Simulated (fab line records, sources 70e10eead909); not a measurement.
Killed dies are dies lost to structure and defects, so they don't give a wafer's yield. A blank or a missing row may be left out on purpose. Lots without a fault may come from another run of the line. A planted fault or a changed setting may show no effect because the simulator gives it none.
A struck lot beside a sound one | flow nand_harc | 14 steps out of a route of 1302
Sound: wafers L998.2, L998.3, L998.5. Struck: wafers L109.1, L109.5. The cause comes at the end.
At each step with rows: each side's tool, then ch and its chambers, then its first start. Under that, the readings that differ: sound wafers | struck wafers | difference of the means | sigmas: that difference in standard deviations of wafers without a fault.
alike: readings whose means differ by less than 2 such deviations, and words and numbers that are the same on both sides. not compared: withheld readings, readings that some wafer has no value for, bounds like >300 that may hide the same value, and numbers for which the record gives no deviation and whose values overlap.
The two part at a step that has a row with sigmas, a row that says differs or no value, or rows on one side only. Numbers that don't overlap but have no deviation are shown without sigmas and don't part them. A reading that every wafer of one side lacks parts them only if that side has two wafers or more.

first, 1 step without rows for these wafers: NHARC_A_ONON_D1_DEP_12 (target thk 1000 nm).
NHARC_A_ONON_D1_THK_MEAS_14: measures by ellipsometry.
  sound on film_metro-02, day 9 20:56; struck on film_metro-02, day 14 20:25
  alike: thk_nm
then, 2 steps without rows for these wafers: NHARC_A_ONON_D1_ANNEAL_15 (time 3600 s); NHARC_A_ONON_D1_DEP_16 (target thk 1000 nm).
NHARC_A_ONON_D1_THK_MEAS_18: measures by ellipsometry.
  sound on film_metro-01, day 10 05:19; struck on film_metro-02, day 15 04:13
  alike: thk_nm
then, 1 step without rows for these wafers: NHARC_A_ONON_D1_DEP_19 (target thk 1000 nm).
NHARC_A_ONON_D1_THK_MEAS_21: measures by ellipsometry.
  sound on film_metro-01, day 10 05:53; struck on film_metro-02, day 15 04:47
  reading     | sound          | struck  | difference | sigmas
  thk_nm (nm) | 1007 1008 1008 | 987 991 | -19        | -3
then, 1 step without rows for these wafers: NHARC_A_ONON_D1_DEP_22 (target thk 1000 nm).
NHARC_A_ONON_D1_THK_MEAS_24: measures by ellipsometry.
  sound on film_metro-01, day 10 06:26; struck on film_metro-02, day 15 05:20
  alike: thk_nm
then, 1 step without rows for these wafers: NHARC_A_ONON_D1_DEP_25 (target thk 1000 nm).
NHARC_A_ONON_D1_THK_MEAS_27: measures by ellipsometry.
  sound on film_metro-01, day 10 07:01; struck on film_metro-02, day 15 05:54
  alike: thk_nm
NHARC_A_ONON_D1_DEP_28: target thk 1000 nm.
  sound on pecvd_onon-01 ch 0, day 10 07:07; struck on pecvd_onon-03 ch 0, day 15 05:57
NHARC_A_ONON_D1_THK_MEAS_30: measures by ellipsometry.
  sound on film_metro-02, day 10 07:34; struck on film_metro-02, day 15 06:38
  reading     | sound       | struck    | difference | sigmas
  thk_nm (nm) | 997 996 999 | 1519 1518 | +521       | +52
  not compared: hold
NHARC_A_ONON_D1_DEP_33: deposits SiO2, target thk 200 nm.
  sound on pecvd-02 ch 0,1,2, day 10 07:40; struck on pecvd-04 ch 2, day 15 12:54
  reading | sound | struck                                            | difference                   | sigmas
  hold    | - - - | await_dispo/6.0h/release await_dispo/6.0h/release | no value on the sound wafers |
  alike: heater_power_w, showerhead_vpp_V, throttle_valve_pct
  not compared: since_wet_clean_h

WHERE THEY PART
First at NHARC_A_ONON_D1_THK_MEAS_21; last, within this record, at NHARC_A_ONON_D1_DEP_33.

WHY: what the simulator had put in
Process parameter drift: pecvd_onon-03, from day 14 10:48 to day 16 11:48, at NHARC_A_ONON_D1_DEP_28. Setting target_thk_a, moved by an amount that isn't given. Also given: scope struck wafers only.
